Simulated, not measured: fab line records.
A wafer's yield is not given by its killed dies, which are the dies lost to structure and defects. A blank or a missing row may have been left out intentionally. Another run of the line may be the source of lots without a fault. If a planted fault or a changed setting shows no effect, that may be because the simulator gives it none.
A lot that was struck, set against a sound lot :: flow nand_harc :: 13 out of 1302 route steps
Sound: these wafers, L911.3, L911.4, L911.6. Struck: wafers L910.1, L910.2, L910.4. The cause comes at the end.
For every step that has rows: the tool of each side, followed by ch and its chambers, followed by its first start. Under that, the readings that differ: sound wafers :: struck wafers :: difference of the means :: sigmas: that difference in standard deviations of wafers without a fault.
alike: readings with means less than 2 such deviations apart, plus words and numbers identical on both sides. not compared: withheld readings, readings lacking a value on some wafer, bounds such as >300 that could conceal the same value, and numbers that have no deviation in the record and whose values overlap.
A row with sigmas, a row that says differs or no value, or rows on one side alone: a step with any of these is where the two part. When numbers do not overlap yet have no deviation, they are printed without sigmas and do not part them. A reading missing from all wafers of one side parts the sides only when that side holds two or more wafers.

first, 5 steps without rows for these wafers: NHARC_A_ZERO_WELL_SOFTBAKE_05 (time 70 s); NHARC_A_ZERO_WELL_EBR_06; NHARC_A_ZERO_WELL_EXPOSE_07 (exposes mask A ZERO); NHARC_A_ZERO_WELL_PEB_08 (peb time 80 s); NHARC_A_ZERO_WELL_DEVELOP_09 (time 50 s).
NHARC_A_ZERO_WELL_CD_MEAS_10: target cd 2000 nm.
  sound on cd_sem-03 ch 0, day 13 17:08; struck on cd_sem-03 ch 0, day 13 09:10
  alike: cd_nm
then, 1 step without rows for these wafers: NHARC_A_ZERO_WELL_HARDBAKE_11 (time 65 s).
NHARC_A_ZERO_WELL_DESCUM_12: chemistry O2, time 3 s.
  sound on rie_diel-12 ch 0,2,3, day 13 17:18; struck on rie_diel-03 ch 1,2,3, day 13 09:20
reading: oes_product_au (a.u.)
sound: 0.989 0.992 0.991
struck: 1.007 1.029 1.025
difference: +0.030
sigmas: +2
  alike: drypump_motor_current_A, rf_vpp_V, showerhead_plenum_p_Torr, throttle_valve_pct
  not compared: rf_hours_counter_h
NHARC_A_ZERO_WELL_ETCH_19: etches the open film in N2/H2, target depth 80 nm, overetch 24 nm, time 87.88 s.
  sound on rie_diel-12 ch 0,1,2, day 13 17:23; struck on rie_diel-03 ch 0,2,3, day 13 09:25
  alike: drypump_motor_current_A, oes_product_au, rf_vpp_V, showerhead_plenum_p_Torr, throttle_valve_pct
  not compared: rf_hours_counter_h
NHARC_A_ZERO_WELL_ETCH_13: etches the open film in HBr/Cl2, target depth 120 nm, time 40.1 s.
  sound on rie_si-02 ch 0,1, day 13 17:30; struck on rie_si-06 ch 0,1,2, day 13 09:32
  alike: drypump_motor_current_A, oes_product_au, throttle_valve_pct
  not compared: rf_hours_counter_h
then, 1 step without rows for these wafers: NHARC_A_ZERO_WELL_STRIP_14 (strips in SPM, time 900 s).
NHARC_A_ZERO_WELL_IMPLANT_15:
  sound on implanter-01 ch 0, day 13 18:07; struck on implanter-01, day 13 10:05
  no value came back on the struck wafers for beam_energy_keV, beam_on_s (s); on the sound wafers beam_energy_keV reads 149.97 150.02 150.02
then, 1 step without rows for these wafers: NHARC_A_ZERO_WELL_PRECLEAN_22 (cleans in SC1, time 60 s).

== WHERE THEY PART ==
At NHARC_A_ZERO_WELL_DESCUM_12 first; at NHARC_A_ZERO_WELL_IMPLANT_15 last (within this record only).

WHY: what the simulator had put in
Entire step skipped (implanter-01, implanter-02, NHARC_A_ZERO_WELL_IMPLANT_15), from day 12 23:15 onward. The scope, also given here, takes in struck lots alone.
